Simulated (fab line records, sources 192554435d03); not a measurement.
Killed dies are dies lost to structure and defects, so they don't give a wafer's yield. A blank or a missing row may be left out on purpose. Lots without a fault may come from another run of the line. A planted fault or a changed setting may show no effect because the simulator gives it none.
Split-lot experiment | flow n5_finfet | 7 lots, 21 wafers read, on a route of 1938 steps

THE SPLIT
At N5_BEOL_M14_EXPOSE_25 (exposes mask M14, target cd 280 nm), the setting dose_mj was moved away from the recipe's 26.6 on 8 of the 21 wafers read, by +2.4% to +4.2%. The other wafers ran this setting at the recipe's value.

FROM THE SPLIT TO THE READING: what the file shows between them, 3 steps
- N5_BEOL_M14_PEB_26: peb time 90 s
- N5_BEOL_M14_DEVELOP_27: develop time 45 s
- N5_BEOL_M14_DESCUM_33: chemistry O2, time 7.9 s

THE READING
BEOL_M14.cd_nm (the simulator's own value, which no gauge read), in nm, at N5_BEOL_M14_ETCH_67 (etches SiARC in CF4, target depth 143 nm, time 238.3 s). The file gives no usual value for it. The 13 wafers here that ran the recipe average 281.0 nm, standard deviation 1.4 nm.

wafer  | tool, chamber at the split | dose_mj as run | against the recipe | BEOL_M14.cd_nm, nm | against lot-mates on the recipe
L079.2 | krf_scanner-02, 0          | 27.71          | +4.2%              | 284.6              | +3.6
L079.4 | krf_scanner-02, 0          | 27.71          | +4.2%              | 284.6              | +3.6
L079.5 | krf_scanner-02, 0          | 26.6           | recipe             | 281                | -
L082.1 | krf_scanner-01, 0          | 26.6           | recipe             | 280.6              | -
L082.2 | krf_scanner-01, 0          | 26.6           | recipe             | 282.4              | -
L082.6 | krf_scanner-01, 0          | 26.6           | recipe             | 281.2              | -
L084.2 | krf_scanner-02, 0          | 27.4           | +3.0%              | 285.8              | +5.0
L084.4 | krf_scanner-02, 0          | 26.6           | recipe             | 279.6              | -
L084.6 | krf_scanner-02, 0          | 26.6           | recipe             | 282                | -
L086.3 | krf_scanner-01, 0          | 27.23          | +2.4%              | 282.4              | +5.2
L086.5 | krf_scanner-01, 0          | 27.23          | +2.4%              | 281                | +3.8
L086.6 | krf_scanner-01, 0          | 26.6           | recipe             | 277.2              | -
L087.1 | krf_scanner-01, 0          | 26.6           | recipe             | 279.8              | -
L087.2 | krf_scanner-01, 0          | 26.6           | recipe             | 281.6              | -
L087.5 | krf_scanner-01, 0          | 26.6           | recipe             | 282.4              | -
L088.1 | krf_scanner-01, 0          | 27.43          | +3.1%              | 284.6              | +2.7
L088.3 | krf_scanner-01, 0          | 26.6           | recipe             | 281                | -
L088.5 | krf_scanner-01, 0          | 26.6           | recipe             | 282.8              | -
L091.2 | krf_scanner-01, 0          | 27.52          | +3.5%              | 286.6              | +5.0
L091.5 | krf_scanner-01, 0          | 27.52          | +3.5%              | 284.6              | +3.0
L091.6 | krf_scanner-01, 0          | 26.6           | recipe             | 281.6              | -

THE FIT
A straight line over all 21 wafers: BEOL_M14.cd_nm changes by +1.03 nm for each +1% of dose_mj; r = +0.77; the points scatter about the line by 1.5 nm.
The same after taking each lot's own level away (the mean of its wafers on the recipe; 21 wafers): +1.12 nm for each +1%; r = +0.86; scatter 1.1 nm.
On that fit, the largest move of dose_mj shifts the reading by 4.7 nm.
The lots' own levels span 277.20 to 281.90 nm, that is 3.3 times the standard deviation above.
So the lot-to-lot level blurs the effect unless lot-mates are compared.
Check: with one of the wafers moved furthest among these (+4.2%) left out of the fit, the line predicts +5.09 nm for it against its lot-mates. It came out at +3.6 nm against them.

THE FILE'S OWN FIT
BEOL_M14.cd_nm changes by +1.17 nm for each +1% of dose_mj, r = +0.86.
